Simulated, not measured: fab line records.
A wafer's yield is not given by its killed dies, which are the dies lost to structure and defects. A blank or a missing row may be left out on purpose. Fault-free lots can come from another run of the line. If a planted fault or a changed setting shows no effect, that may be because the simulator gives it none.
Check of tool commonality	flow nand_harc	39 wafers sampled across 13 lots

## WHY THIS WAS OPENED
On 1 of the 13 lots, a flag is raised at NHARC_A_M0_CD_MEAS_09 on the reading cd_nm. Wafers without a fault read 80.0 nm, standard deviation 0.63.
Rule: a lot gets a flag if all its wafers with a number sit over 4 standard deviations from that mean, or if no wafer of it has a number. The other lots count as sound.

lot	measured	on	cd_nm (nm), wafer by wafer	flag
L903	day 23 09:50	cd_sem-02	79.9 79.2 80.4	
L901	day 23 10:28	cd_sem-02	79.7 79.8 80.2	
L902	day 23 13:32	cd_sem-01	80.1 79.2 80.5	
L904	day 23 20:19	cd_sem-01	79.6 79.7 79.7	
L905	day 24 22:01	cd_sem-01	80.0 79.5 79.9	
L906	day 25 00:46	cd_sem-01	79.8 79.4 79.8	
L907	day 25 23:07	cd_sem-03	80.4 80.3 79.3	
L908	day 26 18:19	cd_sem-03	80.9 80.9 80.9	
L909	day 27 00:07	cd_sem-03	80.7 81.1 80.4	
L912	day 27 22:00	cd_sem-03	79.6 80.2 81.0	
L917	day 30 00:32	cd_sem-03	75.3 59.1 72.8	FLAGGED
L921	day 31 07:36	cd_sem-03	80.1 80.0 80.3	
L924	day 32 21:46	cd_sem-02	79.5 79.0 79.2	
The numbers of the flagged lots are 69.1 nm on average: -10.9 nm against the usual, or -17 standard deviations.

## TOOL THAT RAN EACH LOT
Before the reading, the record contains 4 process steps out of a 1302-step route. Read each cell as the tool, then ch plus the chambers that the sampled wafers visited, then the start.
lot	flag	NHARC_A_CONTACT_CVD_19	NHARC_A_BLC_ETCH_17	NHARC_A_BLC_STRIP_29	NHARC_A_M0_EXPOSE_06
L903		cvd_w-01 ch 0,1, day 23 07:02 or earlier	rie_diel-12 ch 0,1,2, day 23 07:02 or earlier	rie_diel-11 ch 1,2,3, day 23 07:02	arfi_scanner-02 ch 0, day 23 09:41
L901		cvd_w-02 ch 0,1, day 23 07:40 or earlier	rie_diel-10 ch 0,1,2, day 23 07:40 or earlier	rie_diel-12 ch 0,2,3, day 23 07:40	arfi_scanner-01 ch 0, day 23 10:19
L902		cvd_w-02 ch 0,1, day 23 10:52 or earlier	rie_diel-11 ch 1,2, day 23 10:52 or earlier	rie_diel-12 ch 1,2,3, day 23 10:52	arfi_scanner-01 ch 0, day 23 13:23
L904		cvd_w-02 ch 0,1, day 23 17:39 or earlier	rie_diel-10 ch 0,1,2, day 23 17:39 or earlier	rie_diel-12 ch 0,1,3, day 23 17:39	arfi_scanner-01 ch 0, day 23 20:10
L905		cvd_w-02 ch 0,1, day 24 19:02 or earlier	rie_diel-10 ch 0,2,3, day 24 19:02 or earlier	rie_diel-12 ch 0,1,2, day 24 19:02	arfi_scanner-03 ch 0, day 24 21:53
L906		cvd_w-01 ch 0,1, day 24 21:59 or earlier	rie_diel-12 ch 1,2,3, day 24 21:59 or earlier	rie_diel-10 ch 0,2,3, day 24 21:59	arfi_scanner-02 ch 0, day 25 00:37
L907		cvd_w-02 ch 0,1, day 25 20:25 or earlier	rie_diel-12 ch 0,1, day 25 20:25 or earlier	rie_diel-10 ch 0,1,3, day 25 20:25	arfi_scanner-02 ch 0, day 25 22:58
L908		cvd_w-01 ch 0,1, day 26 15:31 or earlier	rie_diel-10 ch 1,2,3, day 26 15:31 or earlier	rie_diel-12 ch 0,1,3, day 26 15:31	arfi_scanner-01 ch 0, day 26 18:10
L909		cvd_w-01 ch 0,1, day 26 21:20 or earlier	rie_diel-10 ch 0,3, day 26 21:20 or earlier	rie_diel-12 ch 0,1, day 26 21:20	arfi_scanner-03 ch 0, day 26 23:59
L912		cvd_w-01 ch 0,1, day 27 19:10 or earlier	rie_diel-12 ch 0,1,2, day 27 19:10 or earlier	rie_diel-12 ch 1,2, day 27 19:10	arfi_scanner-03 ch 0, day 27 21:52
L917	FLAGGED	cvd_w-01 ch 0,1, day 29 21:43 or earlier	rie_diel-10 ch 0,1,2, day 29 21:43 or earlier	rie_diel-12 ch 0,1,2, day 29 21:43	arfi_scanner-02 ch 0, day 30 00:23
L921		cvd_w-02 ch 1, day 31 04:23 or earlier	rie_diel-10 ch 1,2, day 31 04:23 or earlier	rie_diel-12 ch 0,2, day 31 04:23	arfi_scanner-03 ch 0, day 31 07:28
L924		cvd_w-01 ch 0,1, day 32 18:55 or earlier	rie_diel-12 ch 0,2,3, day 32 18:55 or earlier	rie_diel-10 ch 1,2,3, day 32 18:55	arfi_scanner-03 ch 0, day 32 21:38
What the steps here do:
- NHARC_A_CONTACT_CVD_19: deposits W, target thk 300 nm, time 802 s.
- NHARC_A_BLC_ETCH_17: etches the open film in N2/H2, target depth 390 nm, time 609.38 s.
- NHARC_A_BLC_STRIP_29: strips in CF4.
- NHARC_A_M0_EXPOSE_06: exposes mask A M0, target cd 80 nm.
- NHARC_A_M0_CD_MEAS_09: target cd 80 nm.

## FLAGGED OVER TOTAL, TOOL BY TOOL (the gauges that took the reading come last)
step	tool	lots run	flagged	share of the flagged lots	sound lots run after its first flagged lot
NHARC_A_CONTACT_CVD_19	cvd_w-01	7	1	all	1 (L924)
NHARC_A_CONTACT_CVD_19	cvd_w-02	6	0	none	-
NHARC_A_BLC_ETCH_17	rie_diel-10	7	1	all	1 (L921)
NHARC_A_BLC_ETCH_17	rie_diel-11	1	0	none	-
NHARC_A_BLC_ETCH_17	rie_diel-12	5	0	none	-
NHARC_A_BLC_STRIP_29	rie_diel-10	3	0	none	-
NHARC_A_BLC_STRIP_29	rie_diel-11	1	0	none	-
NHARC_A_BLC_STRIP_29	rie_diel-12	9	1	all	1 (L921)
NHARC_A_M0_EXPOSE_06	arfi_scanner-01	4	0	none	-
NHARC_A_M0_EXPOSE_06	arfi_scanner-02	4	1	all	0
NHARC_A_M0_EXPOSE_06	arfi_scanner-03	5	0	none	-
NHARC_A_M0_CD_MEAS_09	cd_sem-01	4	0	none	-
NHARC_A_M0_CD_MEAS_09	cd_sem-02	3	0	none	-
NHARC_A_M0_CD_MEAS_09	cd_sem-03	6	1	all	1 (L921)
NHARC_A_CONTACT_CVD_19: start missing for some lots; hours and lot order therefore follow NHARC_A_BLC_STRIP_29. NHARC_A_BLC_ETCH_17: start missing for some lots; hours and lot order therefore follow NHARC_A_BLC_STRIP_29.

## WHAT THE TABLE ALLOWS
5 rows of the table ran every flagged lot: cvd_w-01 at NHARC_A_CONTACT_CVD_19, rie_diel-10 at NHARC_A_BLC_ETCH_17, rie_diel-12 at NHARC_A_BLC_STRIP_29, arfi_scanner-02 at NHARC_A_M0_EXPOSE_06, cd_sem-03 at NHARC_A_M0_CD_MEAS_09.
- cvd_w-01 at NHARC_A_CONTACT_CVD_19: 1 of its 7 lots flagged. After the first flagged lot (L924), sound lots still ran on it; a lasting fault on the whole tool would not permit that.
- rie_diel-10 at NHARC_A_BLC_ETCH_17: 1 of its 7 lots flagged. After the first flagged lot (L921), sound lots still ran on it; a lasting fault on the whole tool would not permit that.
- rie_diel-12 at NHARC_A_BLC_STRIP_29: 1 of its 9 lots flagged. After the first flagged lot (L921), sound lots still ran on it; a lasting fault on the whole tool would not permit that.
- arfi_scanner-02 at NHARC_A_M0_EXPOSE_06: 1 of its 4 lots flagged. Last sound lot L907 at day 25 22:58, first flagged lot L917 at day 30 00:23; a fault beginning in between fits. Its own readings lie more than 4 standard deviations out on every wafer of the flagged lots: exposure_dose_mJ_cm2.
- cd_sem-03 at NHARC_A_M0_CD_MEAS_09: 1 of its 6 lots flagged. After the first flagged lot (L921), sound lots still ran on it; a lasting fault on the whole tool would not permit that.
What remains is a single tool, arfi_scanner-02 at NHARC_A_M0_EXPOSE_06.

## WHAT THE SIMULATOR PUT IN
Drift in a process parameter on arfi_scanner-02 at NHARC_A_M0_EXPOSE_06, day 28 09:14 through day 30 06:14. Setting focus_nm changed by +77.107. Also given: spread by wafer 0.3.
Lots struck among those shown: L917. The same result came from the rule above.
